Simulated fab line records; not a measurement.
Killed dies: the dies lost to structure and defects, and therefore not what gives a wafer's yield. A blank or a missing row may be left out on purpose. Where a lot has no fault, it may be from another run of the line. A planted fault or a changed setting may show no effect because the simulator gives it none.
Matching of chambers    flow n5_finfet    N5_SD_EPI_P_DESCUM_14 on rie_diel-05 has 4 sister chambers
The step chemistry O2, time 7.9 s. 4 wafers are shown with their chamber, then 11 later ones without.

## EACH WAFER AND ITS CHAMBER
wafer   chamber  drypump_motor_current_A (A)
L088.3  2        5.5
L089.4  3        5.6
L089.6  1        6.8
L091.1  0        5.4

## WAFERS WITHOUT THEIR CHAMBER
wafer   drypump_motor_current_A (A)
L091.4  6.7
L091.5  5.5
L094.1  6.8
L094.5  5.6
L094.6  5.4
L096.1  6.7
L096.3  5.4
L096.5  5.4
L097.2  6.7
L097.4  5.4
L097.6  5.6

## WHICH CHAMBER EACH WENT THROUGH
wafer   from the rows above           in truth
L091.4  1                             1
L091.5  can't be placed: 2 or 0 or 3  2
L094.1  1                             1
L094.5  can't be placed: 3 or 2       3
L094.6  can't be placed: 0 or 2       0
L096.1  1                             1
L096.3  can't be placed: 0 or 2       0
L096.5  can't be placed: 0 or 2       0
L097.2  1                             1
L097.4  can't be placed: 0 or 2       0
L097.6  can't be placed: 3 or 2       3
4 of 11 placed correctly. Not placeable from these rows: 7 (in 7, the candidates include the true chamber). Placed wrongly: 0.
How it was worked out, from the rows above alone: a wafer's distance from a chamber is the root of the sum, over the readings, of the square of ((its reading less the chamber's mean) divided by the reading's scatter). If the next closest chamber is less than 2 further off than the closest, the wafer can't be placed; otherwise it belongs to the closest. For every chamber, the mean is computed from those of its wafers that are shown. The scatter: with one shown wafer a chamber, the root of the mean of the squares of how far each hidden wafer lies from its nearest shown one.
